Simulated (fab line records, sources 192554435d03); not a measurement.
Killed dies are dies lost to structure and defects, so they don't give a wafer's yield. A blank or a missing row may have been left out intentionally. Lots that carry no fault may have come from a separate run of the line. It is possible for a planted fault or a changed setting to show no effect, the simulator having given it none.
Matching of chambers + flow n5-finfet + N5_BEOL_M8_ALD_77 on ald-metal-04 has 4 sister chambers
The step deposits TaN, target thk 2 nm, pulse time 2 s, purge time 3 s. 24 wafers are shown with their chamber, then 12 later ones without.

== EACH WAFER AND ITS CHAMBER ==
| wafer  | chamber | heater-power-outer-w (W) | heater-power-w (W) |
|--------|---------|--------------------------|--------------------|
| L076.2 | 2       | 191                      | 352                |
| L076.4 | 1       | 268                      | 470                |
| L076.6 | 1       | 264                      | 464                |
| L078.1 | 0       | 174                      | 324                |
| L078.4 | 1       | 265                      | 468                |
| L078.6 | 0       | 176                      | 328                |
| L079.1 | 0       | 173                      | 339                |
| L079.2 | 2       | 192                      | 336                |
| L079.3 | 1       | 260                      | 452                |
| L080.1 | 1       | 267                      | 474                |
| L080.5 | 1       | 267                      | 470                |
| L080.6 | 2       | 192                      | 347                |
| L082.1 | 2       | 195                      | 349                |
| L082.3 | 3       | 210                      | 402                |
| L082.5 | 0       | 173                      | 327                |
| L085.1 | 1       | 264                      | 461                |
| L085.2 | 0       | 175                      | 332                |
| L085.6 | 1       | 263                      | 479                |
| L086.1 | 1       | 262                      | 462                |
| L086.3 | 0       | 174                      | 324                |
| L086.5 | 3       | 217                      | 406                |
| L091.1 | 1       | 267                      | 470                |
| L091.2 | 2       | 193                      | 354                |
| L091.6 | 2       | 193                      | 353                |

SIGNATURES, as means of the wafers listed above
| reading              | chamber 0 | chamber 1 | chamber 2 | chamber 3 | scatter within a chamber |
|----------------------|-----------|-----------|-----------|-----------|--------------------------|
| heater-power-outer-w | 174.17    | 264.70    | 192.67    | 213.50    | 2.24                     |
| heater-power-w       | 329.00    | 467.00    | 348.50    | 404.00    | 6.74                     |
Rule: distance of a wafer from a chamber = root of the sum over the readings of ((wafer's reading minus chamber's mean) / reading's scatter) squared. If the next closest chamber is less than 2 further off than the closest, the wafer can't be placed; otherwise it belongs to the closest. The scatter is the square root of a quotient: the sum, over the shown wafers, of each reading's squared deviation from its chamber's mean, divided by wafers minus chambers.

== WAFERS WITHOUT THEIR CHAMBER ==
| wafer  | heater-power-outer-w (W) | heater-power-w (W) |
|--------|--------------------------|--------------------|
| L092.1 | 193                      | 347                |
| L092.2 | 214                      | 392                |
| L092.3 | 265                      | 475                |
| L094.2 | 200                      | 346                |
| L094.3 | 211                      | 400                |
| L094.5 | 265                      | 469                |
| L096.2 | 269                      | 457                |
| L096.3 | 192                      | 355                |
| L096.6 | 173                      | 337                |
| L097.1 | 266                      | 473                |
| L097.3 | 178                      | 323                |
| L097.6 | 212                      | 408                |

== WHICH CHAMBER EACH WENT THROUGH ==
| wafer  | from the rows above | in truth |
|--------|---------------------|----------|
| L092.1 | 2                   | 2        |
| L092.2 | 3                   | 3        |
| L092.3 | 1                   | 1        |
| L094.2 | 2                   | 2        |
| L094.3 | 3                   | 3        |
| L094.5 | 1                   | 1        |
| L096.2 | 1                   | 1        |
| L096.3 | 2                   | 2        |
| L096.6 | 0                   | 0        |
| L097.1 | 1                   | 1        |
| L097.3 | 0                   | 0        |
| L097.6 | 3                   | 3        |
Correctly placed: 12 of 12. Not placeable from these rows: 0. Placed wrongly: 0.
